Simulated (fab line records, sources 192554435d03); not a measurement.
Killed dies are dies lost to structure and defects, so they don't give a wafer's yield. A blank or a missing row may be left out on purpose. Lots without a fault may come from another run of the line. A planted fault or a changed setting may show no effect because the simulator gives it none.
fab line records | flow n5_finfet | part 2 of 2: steps 5 to 6 of 6
record lots=22 wafers=66 last_day=17
route steps=1938 shown HKMG_FIN@452 GATE_CUT@470
lots that met no fault: from a run of the same line without faults
start_h: hours from the record's first day to the start of the lot's first wafer shown | wait_h: hours since the lot's step before | " the same as in the row above | L1.1+2: a row that stands for several wafers | - no value, or no start given | * or withheld: withheld | < > ~ a bound
route shown NAME@n: a module of which the file shows steps, and the number in the route of the first | usual: mean/standard deviation of fault-free wafers | same: alike in all rows | chamber/n: place in a boat | sites: the reading at each site | _std_site: their standard deviation | _edge_site: outer sites' mean less inner sites' | radius_mm: how far each site lies from the wafer's centre | mask NAME#n: copy n | behind: the tool/chamber that last shaped the wafer | hold: why the lot was held/for how many hours/how that ended | device: the transistor (n, p or np) that didn't switch | end of line: the same wafers' tests at the end of the route | a step without rows: its recipe alone | killed: dies lost to structure and defects at the first sort, not the wafer's yield | map: a wafer's dies, x killed, . not, _ none there
set.NAME: the setting as run; set.NAME@STEP: as run at that earlier step | model.NAME: the simulator's own value behind a step, which no gauge read
steps of the route over a sample of lots; a table a step, a row a wafer
services: from which hour (start_h, from the record's first day; less than 0 if before it) a tool's chamber was out of use, for how many hours, and why
## steps
# step N5_GATE_CUT_OVL_MEAS_14
# recipe points_per_wafer=522
# usual GATE_CUT_OVL=0.1/0.67
# columns lot.wafer tool chamber start_h wait_h GATE_CUT_OVL[nm]
L074.2 overlay-01 0 84.34 0.0 -0.5
L074.3 " 0 " " 0.6
L074.4 " 0 " " -0.9
L075.3 overlay-01 0 88.64 0.0 0.6
L075.5 " 0 " " 0.4
L075.6 " 0 " " -0.1
L076.2 overlay-02 0 94.04 0.0 -0.7
L076.5 " 0 " " -0.1
L076.6 " 0 " " -0.8
L078.1 overlay-01 0 109.78 0.0 0.2
L078.3 " 0 " " -0.2
L078.6 " 0 " " 0.4
L079.3 overlay-01 0 113.55 0.0 -0.4
L079.5 " 0 " " -0.1
L079.6 " 0 " " -0.9
L080.1 overlay-01 0 119.48 0.0 0.0
L080.4 " 0 " " -0.5
L080.5 " 0 " " 0.0
L081.2 overlay-02 0 127.66 0.0 0.3
L081.4 " 0 " " -0.2
L081.6 " 0 " " 0.2
L082.1 overlay-01 0 129.73 0.0 0.9
L082.2 " 0 " " -0.6
L082.4 " 0 " " 0.2
L083.4 overlay-01 0 136.66 0.0 0.7
L083.5 " 0 " " 0.4
L083.6 " 0 " " 0.4
L084.3 overlay-01 0 143.57 0.0 1.0
L084.4 " 0 " " -0.5
L084.5 " 0 " " 1.3
L085.2 overlay-02 0 151.11 0.0 0.0
L085.3 " 0 " " 0.4
L085.6 " 0 " " -1.1
L086.1 overlay-01 0 157.16 0.0 0.9
L086.2 " 0 " " 0.7
L086.4 " 0 " " -0.1
L088.1 overlay-01 0 167.98 0.0 0.1
L088.2 " 0 " " -0.3
L088.4 " 0 " " -1.0
L090.1 overlay-01 0 176.42 0.0 -0.2
L090.4 " 0 " " 0.8
L090.6 " 0 " " 0.3
L089.1 overlay-02 0 176.86 0.0 0.0
L089.4 " 0 " " 0.7
L089.6 " 0 " " 0.5
L091.1 overlay-01 0 183.86 0.0 -0.2
L091.3 " 0 " " 0.1
L091.4 " 0 " " -0.9
L092.2 overlay-01 0 192.38 0.0 0.6
L092.4 " 0 " " 1.4
L092.6 " 0 " " 1.5
L093.1 overlay-01 0 198.16 0.0 0.2
L093.5 " 0 " " -0.5
L093.6 " 0 " " 0.7
L094.2 overlay-01 0 202.68 0.0 -0.4
L094.3 " 0 " " 0.7
L094.5 " 0 " " 0.1
L095.1 overlay-01 0 208.33 0.0 0.0
L095.2 " 0 " " -0.7
L095.4 " 0 " " -0.8
L096.2 overlay-01 0 215.38 0.0 -0.8
L096.3 " 0 " " -0.4
L096.4 " 0 " " -1.0
L097.2 overlay-01 0 221.59 0.0 -1.2
L097.3 " 0 " " -0.4
L097.6 " 0 " " -0.6
# step N5_GATE_CUT_STRIP_41
# recipe chemistry=CF4 resist=SiARC power_w=300 bias_power_w=75 pressure_mtorr=50 cf4_flow_sccm=150 rf_frequency_hz=6e+07
# usual drypump_motor_current_A=5.5/0.48 oes_product_au=0.181/0.018 rf_vpp_V=271.0/1.5 showerhead_plenum_p_Torr=1.79/0.05 throttle_valve_pct=13.60/0.23
# columns lot.wafer tool chamber start_h wait_h drypump_motor_current_A oes_product_au rf_hours_counter_h rf_vpp_V showerhead_plenum_p_Torr throttle_valve_pct
L074.2 rie_diel-01 3 84.76 0.0 5.3 0.169 176 268.6 1.72 13.56
L074.3 " 1 " " 5.8 0.216 17 270.7 1.83 13.44
L074.4 " 0 " " 4.9 0.207 29 271.3 1.82 13.41
L075.3 rie_diel-03 0 88.94 0.0 5.9 0.177 136 273.0 1.80 13.63
L075.5 " 1 " " 6.1 0.214 - 270.6 1.77 13.32
L075.6 " 2 " " 5.1 0.179 - 270.5 1.74 13.61
L076.2 rie_diel-01 2 94.35 0.0 5.0 0.169 205 271.6 1.79 14.08
L076.5 " 2 " " 5.0 0.165 - 270.2 1.79 14.07
L076.6 " 3 " " 5.3 0.162 - 269.0 1.72 13.58
L078.1 rie_diel-03 0 110.10 0.0 5.9 0.177 142 270.8 1.80 13.65
L078.3 " 2 " " 5.0 0.176 135 269.9 1.74 13.64
L078.6 " 2 " " 5.0 0.179 - 269.9 1.74 13.63
L079.3 rie_diel-03 3 113.85 0.0 5.4 0.165 211 272.0 1.85 13.64
L079.5 " 2 " " 5.0 0.183 - 269.4 1.74 13.62
L079.6 " 3 " " 5.4 0.167 - 271.8 1.85 13.64
L080.1 rie_diel-03 0 119.80 0.0 5.9 0.173 146 271.2 1.79 13.66
L080.4 " 1 " " 6.1 0.214 21 270.9 1.77 13.35
L080.5 " 2 " " 5.0 0.174 - 269.9 1.74 13.64
L081.2 rie_diel-03 1 127.98 0.0 6.1 0.205 24 269.9 1.77 13.35
L081.4 " 3 " " 5.4 0.167 216 272.9 1.85 13.64
L081.6 " 2 " " 5.1 0.182 - 269.2 1.74 13.64
L082.1 rie_diel-01 3 130.05 0.0 5.3 0.161 191 268.4 1.72 13.61
L082.2 " 0 " " 4.9 0.205 43 273.2 1.81 13.44
L082.4 " 2 " " 5.0 0.165 217 271.9 1.79 14.11
L083.4 rie_diel-03 0 136.96 0.0 5.9 0.172 151 272.7 1.79 13.66
L083.5 " 0 " " 5.9 0.175 - 270.8 1.79 13.66
L083.6 " 3 " " 5.4 0.166 - 272.7 1.85 13.65
L084.3 rie_diel-05 1 143.87 0.0 6.1 0.200 49 273.2 1.90 13.34
L084.4 " 0 " " 5.6 0.178 109 269.4 1.68 13.49
L084.5 " 2 " " 6.7 0.187 - 271.6 1.88 13.14
L085.2 rie_diel-05 0 151.42 0.0 5.6 0.173 111 269.3 1.67 13.52
L085.3 " 1 " " 6.1 0.197 51 273.7 1.90 13.36
L085.6 " 1 " " 6.1 0.196 - 274.6 1.90 13.35
L086.1 rie_diel-01 0 157.48 0.0 4.9 0.198 53 272.1 1.81 13.46
L086.2 " 3 " " 5.3 0.165 201 270.4 1.72 13.62
L086.4 " 1 " " 5.8 0.204 35 272.0 1.82 13.48
L088.1 rie_diel-01 0 168.37 0.0 4.9 0.198 56 273.5 1.81 13.49
L088.2 " 1 " " 5.8 0.195 38 271.6 1.82 13.47
L088.4 " 2 " " 5.0 0.161 230 269.9 1.78 14.13
L090.1 rie_diel-03 2 176.73 0.0 5.0 0.180 156 269.8 1.74 13.65
L090.4 " 1 " " 6.1 0.202 39 269.4 1.76 13.39
L090.6 " 1 " " 6.1 0.205 - 269.4 1.76 13.39
L089.1 rie_diel-01 2 177.18 0.0 5.0 0.158 233 270.9 1.78 14.14
L089.4 " 0 " " 4.9 0.199 59 271.3 1.81 13.49
L089.6 " 0 " " 4.9 0.200 - 270.4 1.81 13.48
L091.1 rie_diel-03 3 184.31 0.0 5.4 0.167 231 273.1 1.85 13.67
L091.3 " 1 " " 6.1 0.202 42 270.0 1.76 13.37
L091.4 " 3 " " 5.4 0.169 - 272.5 1.85 13.67
L092.2 rie_diel-03 3 193.12 0.0 5.4 0.165 234 272.5 1.84 13.65
L092.4 " 2 " " 5.1 0.176 161 269.9 1.73 13.70
L092.6 " 1 " " 6.1 0.210 - 270.4 1.76 13.38
L093.1 rie_diel-01 1 198.48 0.0 5.8 0.194 46 271.0 1.82 13.51
L093.5 " 3 " " 5.3 0.161 - 269.5 1.71 13.67
L093.6 " 2 " " 5.0 0.164 - 269.8 1.78 14.16
L094.2 rie_diel-03 0 203.00 0.0 5.9 0.168 168 269.8 1.79 13.70
L094.3 " 1 " " 6.1 0.201 47 269.3 1.76 13.40
L094.5 " 1 " " 6.1 0.204 - 270.4 1.76 13.39
L095.1 rie_diel-05 3 208.65 0.0 5.8 0.164 218 272.1 1.84 13.44
L095.2 " 0 " " 5.6 0.170 127 268.4 1.67 13.54
L095.4 " 1 " " 6.1 0.189 67 272.8 1.90 13.37
L096.2 rie_diel-01 1 215.69 0.0 5.8 0.191 52 271.4 1.82 13.51
L096.3 " 0 " " 4.9 0.194 70 271.9 1.81 13.51
L096.4 " 2 " " 5.0 0.159 - 271.8 1.78 14.16
L097.2 rie_diel-03 2 222.24 0.0 5.0 0.173 170 269.1 1.73 13.69
L097.3 " 3 " " 5.4 0.161 243 271.8 1.84 13.71
L097.6 " 1 " " 6.1 0.200 - 269.9 1.76 13.42
## services
# columns tool chamber start_h hours kind
rie_diel-02 3 55.90 7.6 repair
rie_diel-05 - 70.80 14.6 pm
rie_diel-02 0 75.70 2.6 repair
ald_metal-04 1 75.93 50.9 repair
rie_diel-02 3 89.46 1.7 repair
rie_diel-01 - 105.87 0.6 repair
rie_diel-04 3 109.30 9.0 repair
ald_metal-04 - 112.81 1.2 repair
ald_metal-04 2 138.76 13.6 repair
rie_diel-01 1 140.00 12.9 repair
ald_metal-04 - 144.26 2.8 pm
pecvd-03 0 146.19 21.5 repair
ald_metal-04 3 148.09 3.3 repair
pecvd-01 0 155.28 4.9 repair
rie_diel-05 - 159.79 0.5 repair
rie_diel-02 1 162.23 15.8 repair
pecvd-03 - 171.75 3.1 repair
ald_metal-01 - 179.35 1.5 repair
rie_diel-03 0 181.89 7.9 repair
pecvd-01 - 191.75 2.8 pm
rie_diel-02 - 192.75 0.2 repair
pecvd-03 1 206.10 6.1 repair
rie_diel-04 0 208.52 8.1 repair
rie_diel-01 3 211.88 14.8 repair
